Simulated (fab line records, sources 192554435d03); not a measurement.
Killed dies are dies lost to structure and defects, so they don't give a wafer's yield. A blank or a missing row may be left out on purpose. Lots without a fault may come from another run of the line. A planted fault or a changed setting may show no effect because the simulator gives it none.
fab line records | flow n5_finfet
record lots=10 wafers=29 last_day=17
route steps=1938 shown MIM_BOT_LITHO@1865 TV_OPEN@1888 PAD_METAL@1894 PASSIVATION@1936
lots that met no fault: from a run of the same line without faults
start_h: hours from the record's first day to the start of the lot's first wafer shown | wait_h: hours since the lot's step before | " the same as in the row above | L1.1+2: a row that stands for several wafers | - no value, or no start given | * or withheld: withheld | < > ~ a bound
route shown NAME@n: a module of which the file shows steps, and the number in the route of the first | usual: mean/standard deviation of fault-free wafers | same: alike in all rows | chamber/n: place in a boat | sites: the reading at each site | _std_site: their standard deviation | _edge_site: outer sites' mean less inner sites' | radius_mm: how far each site lies from the wafer's centre | mask NAME#n: copy n | behind: the tool/chamber that last shaped the wafer | hold: why the lot was held/for how many hours/how that ended | device: the transistor (n, p or np) that didn't switch | end of line: the same wafers' tests at the end of the route | a step without rows: its recipe alone | killed: dies lost to structure and defects at the first sort, not the wafer's yield | map: a wafer's dies, x killed, . not, _ none there
set.NAME: the setting as run; set.NAME@STEP: as run at that earlier step | model.NAME: the simulator's own value behind a step, which no gauge read
steps of the route over a sample of lots; a table a step, a row a wafer
services: from which hour (start_h, from the record's first day; less than 0 if before it) a tool's chamber was out of use, for how many hours, and why
## steps
# step N5_MIM_BOT_LITHO_DESCUM_10
# recipe chemistry=O2 time_s=7.9 source_power_w=50 bias_power_w=20 pressure_mtorr=20 rf_frequency_hz=2.712e+07 temp_c=40 o2_flow_sccm=225
# usual drypump_motor_current_A=5.6/0.42 oes_product_au=0.80/0.086 rf_fwd_power_W=49.69/0.17 rf_vpp_V=243.0/1.4 showerhead_plenum_p_Torr=2.09/0.08 throttle_valve_pct=20.42/0.18
# same time_s=7.9
# columns lot.wafer tool chamber start_h wait_h drypump_motor_current_A oes_product_au rf_fwd_power_W rf_hours_counter_h rf_vpp_V showerhead_plenum_p_Torr throttle_valve_pct
L696.1 rie_diel-03 3 252.83 0.0 5.6 0.86 49.81 69 242.7 2.03 20.35
L696.4 " 2 " " 6.2 0.71 49.88 198 241.2 2.00 20.53
L696.6 " 1 " " 5.3 0.92 50.04 - 242.9 2.16 20.62
L699.2 rie_diel-03 0 284.13 0.0 6.1 0.78 49.88 140 241.1 2.02 20.59
L699.4 " 1 " " 5.3 0.89 49.62 46 244.2 2.15 20.64
L699.6 " 0 " " 6.1 0.77 49.73 - 243.8 2.02 20.61
L701.3 rie_diel-03 2 288.40 0.0 6.1 0.70 49.74 210 241.5 1.99 20.58
L701.5 " 2 " " 6.2 0.70 49.88 - 241.1 1.99 20.55
L701.6 " 1 " " 5.3 0.88 49.49 - 243.3 2.15 20.65
L702.1 rie_diel-06 3 296.54 0.1 6.4 0.69 49.62 240 239.8 1.98 20.41
L702.2 " 2 " " 5.6 0.87 49.47 42 244.0 2.22 20.25
L702.5 " 0 " " 5.0 0.93 49.60 - 244.7 2.16 20.48
L704.1 rie_diel-03 2 311.89 0.0 6.2 0.70 49.82 219 242.0 1.99 20.57
L704.2 " 3 " " 5.6 0.83 49.65 89 242.0 2.02 20.37
L704.3 " 0 " " 6.1 0.75 49.60 150 241.0 2.02 20.61
L705.1 rie_diel-06 2 318.87 0.1 5.6 0.86 49.62 50 245.6 2.22 20.23
L705.2 " 1 " " 5.4 0.73 49.80 188 243.6 2.07 20.19
L705.3 " 3 " " 6.4 0.68 49.53 247 240.8 1.97 20.41
L710.3 rie_diel-05 3 366.34 0.0 5.2 0.82 49.47 82 243.2 2.02 20.59
L710.4 " 2 " " 5.6 0.71 49.90 - 244.2 2.15 20.20
L714.3 rie_diel-06 0 377.56 0.0 5.0 0.87 49.81 46 241.9 2.15 20.52
L714.4 " 3 " " 6.5 0.91 49.81 12 245.0 2.23 20.07
L714.5 " 0 " " 5.0 0.88 49.78 - 244.1 2.15 20.51
L715.1 rie_diel-06 3 377.97 0.0 6.4 0.91 49.63 13 245.8 2.23 20.08
L715.2 " 2 " " 5.6 0.82 49.30 71 244.2 2.21 20.28
L715.6 " 2 " " 5.7 0.83 49.60 - 246.0 2.21 20.29
L717.1 rie_diel-03 1 395.80 0.0 5.3 0.83 49.89 86 243.5 2.14 20.69
L717.2 " 2 " " 6.1 0.67 49.82 246 241.2 1.98 20.61
L717.5 " 2 " " 6.2 0.67 49.55 - 241.7 1.98 20.61
# step N5_PASSIVATION_VIA_ETCH_13
# recipe chemistry=CHF3/O2 target=SiO2 target_depth_a=6600 CHF3_flow_sccm=50 O2_flow_sccm=5 Ar_flow_sccm=200 time_s=330 mask_material=PR pressure_mtorr=30 source_w=650 bias_w=170 ion_energy_ev=200 ends=cleared
# usual bias_w=170.0/0.47 drypump_motor_current_A=5.5/0.44 etch_rf_on_time_s=233/5.7 oes_o_777_au=0.80/0.093 oes_product_au=0.72/0.088 rf_fwd_power_W=647.7/2.1 rf_vpp_V=521/8.9 showerhead_plenum_p_Torr=2.44/0.074 throttle_valve_pct=18.82/0.26
# columns lot.wafer tool chamber start_h wait_h bias_w drypump_motor_current_A etch_rf_on_time_s oes_o_777_au oes_product_au rf_fwd_power_W rf_hours_counter_h rf_vpp_V showerhead_plenum_p_Torr throttle_valve_pct
L696.1 rie_diel-01 1 254.49 0.0 170.8 6.0 222 0.94 0.85 650.2 22 531 2.37 18.39
L696.4 " 2 " " 170.7 5.4 236 0.72 0.63 650.7 201 515 2.40 19.09
L696.6 " 0 " " 170.0 5.3 235 0.81 0.73 646.2 - 527 2.53 18.90
L699.2 rie_diel-04 3 286.15 0.0 169.4 5.9 236 0.71 0.60 644.5 246 520 2.26 19.21
L699.4 " 1 " " 170.1 5.1 233 0.89 0.84 646.9 26 522 2.45 18.50
L699.6 " 3 " " 169.9 5.9 239 0.69 0.61 648.5 - 519 2.26 19.20
L701.3 rie_diel-02 0 290.13 0.0 169.6 6.5 231 0.89 0.80 650.0 24 505 2.46 18.33
L701.5 " 0 " " 169.6 6.4 232 0.90 0.81 645.2 - 502 2.46 18.34
L701.6 " 3 " " 170.6 4.9 234 0.81 0.74 649.1 - 515 2.35 18.96
L702.1 rie_diel-01 3 298.27 0.0 170.6 5.7 234 0.67 0.61 649.0 229 508 2.48 18.94
L702.2 " 0 " " 169.8 5.3 228 0.81 0.71 648.1 113 527 2.52 18.90
L702.5 " 0 " " 169.3 5.3 232 0.81 0.72 648.6 - 526 2.52 18.90
L704.1 rie_diel-02 3 313.61 0.0 170.2 4.9 231 0.80 0.74 647.1 86 516 2.34 18.99
L704.2 " 1 " " 169.1 5.6 230 0.71 0.65 645.4 199 518 2.50 19.16
L704.3 " 0 " " 169.9 6.5 230 0.88 0.78 647.3 31 504 2.46 18.36
L705.1 rie_diel-04 1 320.91 0.0 170.4 5.1 232 0.87 0.81 644.7 37 524 2.45 18.51
L705.2 " 2 " " 170.0 4.7 232 0.83 0.75 648.5 67 522 2.55 18.79
L705.3 " 3 " " 170.4 5.9 230 0.99 0.88 648.4 1 529 2.54 18.81
L710.3 rie_diel-04 0 368.33 0.0 169.9 5.4 228 0.86 0.77 647.1 67 524 2.34 18.72
L710.4 " 1 " " 169.8 5.1 233 0.86 0.80 645.2 51 522 2.44 18.54
L714.3 rie_diel-04 2 379.53 0.0 169.8 4.7 225 0.82 0.73 648.8 84 522 2.54 18.83
L714.4 " 1 " " 169.4 5.1 236 0.85 0.80 646.9 54 523 2.44 18.56
L714.5 " 1 " " 170.2 5.1 231 0.85 0.79 646.7 - 522 2.44 18.57
L715.1 rie_diel-01 1 379.78 0.0 169.6 6.0 231 0.87 0.79 645.4 63 532 2.35 18.47
L715.2 " 0 " " 170.4 5.3 231 0.78 0.70 646.7 141 525 2.51 18.96
L715.6 " 1 " " 169.9 6.0 233 0.87 0.79 647.6 - 531 2.35 18.45
L717.1 rie_diel-01 2 397.64 0.0 169.8 5.4 238 0.68 0.60 649.7 247 512 2.38 19.16
L717.2 " 3 " " 169.9 5.7 229 0.97 0.89 648.1 2 509 2.47 18.59
L717.5 " 3 " " 170.5 5.7 235 0.97 0.90 648.9 - 509 2.47 18.57
# step N5_PASSIVATION_STRIP_14
# recipe chemistry=O2 power_w=600 temp_c=60 pressure_mtorr=30 rf_frequency_hz=6e+07 bias_power_w=0 overash_fraction=0.5 o2_flow_sccm=225
# usual drypump_motor_current_A=5.5/0.43 oes_product_au=0.80/0.098 rf_vpp_V=3.8/0.91 showerhead_plenum_p_Torr=2.12/0.069 throttle_valve_pct=16.59/0.28
# columns lot.wafer tool chamber start_h wait_h drypump_motor_current_A oes_product_au rf_hours_counter_h rf_vpp_V showerhead_plenum_p_Torr throttle_valve_pct
L696.1 rie_diel-01 1 254.68 0.1 6.0 0.94 22 3.2 2.05 16.14
L696.4 " 2 " " 5.4 0.69 201 3.6 2.08 16.91
L696.6 " 0 " " 5.3 0.79 - 4.5 2.21 16.68
L699.2 rie_diel-04 3 286.35 0.1 5.9 0.69 246 4.7 1.98 17.15
L699.4 " 1 " " 5.1 0.93 26 3.4 2.12 16.21
L699.6 " 3 " " 5.9 0.68 - 4.6 1.98 17.12
L701.3 rie_diel-02 0 290.33 0.1 6.5 0.90 24 4.5 2.13 16.08
L701.5 " 0 " " 6.5 0.89 - 4.6 2.13 16.06
L701.6 " 3 " " 4.9 0.82 - 2.6 2.03 16.65
L702.1 rie_diel-01 3 298.46 0.1 5.7 0.66 229 2.8 2.14 16.66
L702.2 " 0 " " 5.3 0.79 113 3.5 2.21 16.70
L702.5 " 0 " " 5.3 0.79 - 3.7 2.21 16.71
L704.1 rie_diel-02 3 313.81 0.1 4.9 0.83 86 3.3 2.02 16.70
L704.2 " 1 " " 5.6 0.72 199 5.6 2.16 16.86
L704.3 " 0 " " 6.5 0.89 32 4.5 2.12 16.08
L705.1 rie_diel-04 1 321.11 0.1 5.1 0.91 38 4.9 2.12 16.24
L705.2 " 2 " " 4.8 0.85 67 4.1 2.20 16.48
L705.3 " 3 " " 5.9 0.98 1 5.2 2.25 16.76
L710.3 rie_diel-04 0 368.53 0.1 5.4 0.84 67 3.1 2.05 16.54
L710.4 " 1 " " 5.1 0.89 51 4.6 2.11 16.26
L714.3 rie_diel-04 2 379.73 0.1 4.7 0.81 84 5.1 2.20 16.47
L714.4 " 1 " " 5.1 0.89 54 5.5 2.11 16.26
L714.5 " 1 " " 5.1 0.89 - 3.1 2.11 16.26
L715.1 rie_diel-01 1 379.98 0.1 6.0 0.86 63 4.2 2.04 16.20
L715.2 " 0 " " 5.3 0.77 141 3.9 2.20 16.80
L715.6 " 1 " " 6.0 0.87 - 3.8 2.04 16.24
L717.1 rie_diel-01 2 397.84 0.1 5.4 0.66 247 3.0 2.07 16.98
L717.2 " 3 " " 5.7 0.97 2 4.0 2.14 16.27
L717.5 " 3 " " 5.7 0.98 - 4.1 2.14 16.29
# step N5_PASSIVATION_PRE_CLEAN_19
# recipe gas=H2/He time_s=* temp_c=*
# usual heater_power_w=512/67
# same time_s=*
# columns lot.wafer tool chamber start_h wait_h heater_power_w
L696.1 pvd_sputter-02 - 255.36 0.0 441
L696.4 " - " " 644
L696.6 " - " " 519
L699.2 pvd_sputter-01 - 286.79 0.0 575
L699.4 " - " " 477
L699.6 " - " " 583
L701.3 pvd_sputter-02 - 292.68 0.0 520
L701.5 " - " " 508
L701.6 " - " " 645
L702.1 pvd_sputter-03 - 300.78 0.0 399
L702.2 " - " " 540
L702.5 " - " " 533
L704.1 pvd_sputter-02 - 314.13 0.0 425
L704.2 " - " " 643
L704.3 " - " " 509
L705.1 pvd_sputter-03 - 321.94 0.0 530
L705.2 " - " " 434
L705.3 " - " " 539
L710.3 pvd_sputter-03 - 370.17 0.0 524
L710.4 " - " " 430
L714.3 pvd_sputter-01 - 380.25 0.0 586
L714.4 " - " " 465
L714.5 " - " " 498
L715.1 pvd_sputter-03 - 380.30 0.0 387
L715.2 " - " " 434
L715.6 " - " " 442
L717.1 pvd_sputter-01 - 398.38 0.0 607
L717.2 " - " " 495
L717.5 " - " " 509
# step N5_PASSIVATION_PROBE_49
# usual defect_limited_yield=91.3/1.5 killed_at_M0_to_M3=34/11 killed_at_M4_up=14/6.1 killed_at_contacts=12/5.9 killed_at_front_end=39/11 killed_at_other=4/3.3 killed_dies=102/18 killed_open=67/13 killed_short=33/7.9 sort_bin_5_function=5.1/1 sort_bin_6_memory=3.3/0.7 sort_n_pass=1077/19 sort_yield_pct=91.3/1.6
# same gross_dies=1180 killed_at_back_side=0 sort_bin_4_leakage[%]=0 sort_bin_8_speed[%]=0
# columns lot.wafer tool chamber start_h wait_h defect_limited_yield[%] killed_at_M0_to_M3 killed_at_M4_up killed_at_contacts killed_at_front_end killed_at_other killed_dies killed_open killed_short sort_bin_5_function[%] sort_bin_6_memory[%] sort_n_pass sort_yield_pct[%]
L710.3 prober-02 - 376.39 0.1 88.0 17 28 17 42 38 142 78 27 7.3 3.4 1038 88.0
L710.4 prober-02 - 376.44 0.2 80.2 44 13 6 52 119 234 76 38 12.9 4.7 946 80.2
L714.3 prober-02 - 386.02 0.1 84.7 15 25 15 25 100 180 56 28 10.2 3.2 1000 84.7
L714.4 prober-02 - 386.07 0.2 82.7 26 10 25 27 116 204 70 19 11.2 4.5 976 82.7
L714.5 prober-02 - 386.12 0.2 81.7 32 20 28 22 114 216 69 32 11.9 4.2 964 81.7
# killed by level:class
L710.3 TV_OPEN:unspecified=31 MOL_CONTACT_COAG:geometric_particle:open=15 BEOL_M4:geometric_particle:open=13 FIN_SAQP:geometric_particle:open=11 STI_FIN_REVEAL:geometric_particle:open=6 BEOL_M3:geometric_particle:open=6 DUMMY_GATE:geometric_particle:open=4 BEOL_M4:geometric_particle:short=4
L710.4 TV_OPEN:unspecified=118 STI_FIN_REVEAL:geometric_particle:open=21 STI_FIN_REVEAL:geometric_particle:short=9 BEOL_M2:geometric_particle:open=9 BEOL_M3:geometric_particle:open=9 FIN_SAQP:geometric_particle:short=8 BEOL_M4:geometric_particle:open=7 BEOL_M0_SAQP:geometric_particle:open=6
L714.3 TV_OPEN:unspecified=96 BEOL_M4:geometric_particle:open=15 MOL_CONTACT_COAG:geometric_particle:open=10 FIN_SAQP:geometric_particle:open=7 FIN_SAQP:geometric_particle:short=5 MOL_CONTACT_COAG:geometric_particle:short=5 BEOL_M3:geometric_particle:open=4 BEOL_M0_SAQP:geometric_particle:open=3
L714.4 TV_OPEN:unspecified=115 MOL_CONTACT_COAG:geometric_particle:open=22 FIN_SAQP:geometric_particle:open=13 BEOL_M1:geometric_particle:open=8 BEOL_M0_SAQP:geometric_particle:open=8 BEOL_M4:geometric_particle:open=6 BEOL_M0_SAQP:geometric_particle:short=4 MOL_CONTACT_COAG:geometric_particle:short=3
L714.5 TV_OPEN:unspecified=114 MOL_CONTACT_COAG:geometric_particle:open=21 BEOL_M3:geometric_particle:open=8 BEOL_M4:geometric_particle:open=8 MOL_CONTACT_COAG:geometric_particle:short=7 BEOL_M2:geometric_particle:open=6 FIN_SAQP:geometric_particle:short=5 BEOL_M0:geometric_particle:open=5
## services
# columns tool chamber start_h hours kind
rie_diel-06 3 249.82 7.8 repair
rie_diel-02 1 264.14 12.0 repair
rie_diel-06 1 268.25 3.5 repair
rie_diel-05 1 280.42 2.5 repair
pvd_sputter-01 - 290.79 0.8 repair
pvd_sputter-01 - 294.87 7.9 repair
rie_diel-04 3 301.14 - clean
rie_diel-04 3 301.14 - consumable_replace:focus_ring
rie_diel-04 3 301.14 - consumable_replace:showerhead
rie_diel-04 3 301.14 14.8 scheduled_down
rie_diel-04 3 301.14 14.8 vent_cycle
rie_diel-02 2 311.35 - clean
rie_diel-02 2 311.35 - consumable_replace:focus_ring
rie_diel-02 2 311.35 23.3 scheduled_down
rie_diel-02 2 311.35 23.3 vent_cycle
rie_diel-06 3 326.48 - clean
rie_diel-06 3 326.48 - consumable_replace:focus_ring
rie_diel-06 3 326.48 - consumable_replace:showerhead
pvd_sputter-02 - 330.33 4.9 repair
rie_diel-01 3 364.43 - clean
rie_diel-01 3 364.43 - consumable_replace:focus_ring
rie_diel-04 - 374.53 0.4 repair
rie_diel-02 1 384.88 2.1 repair
rie_diel-05 - 398.25 0.5 repair
## key
first_sign step=N5_PASSIVATION_PROBE_49 reading=killed_at_other direction=up sigmas=28 usual=4 struck=97
effect step=N5_PASSIVATION_PROBE_49 reading=defect_limited_yield direction=down sigmas=5.2 usual=91.3 struck=83.5 wafers_moved=4
more_kills_born_at N5_PASSIVATION_VIA_ETCH_13@rie_diel-04=474
met_at N5_PASSIVATION_VIA_ETCH_13
struck_lots L710,L714
not_acting_at N5_MIM_BOT_LITHO_DESCUM_10,N5_PASSIVATION_STRIP_14,N5_PASSIVATION_PRE_CLEAN_19
onset_between 320.91 368.33
fault kind=chamber_particle_source tool=rie_diel-04 chamber=- onset_h=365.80 steps=N5_PASSIVATION_VIA_ETCH_13 rate_per_visit_cm2=0.81619 end_h=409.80
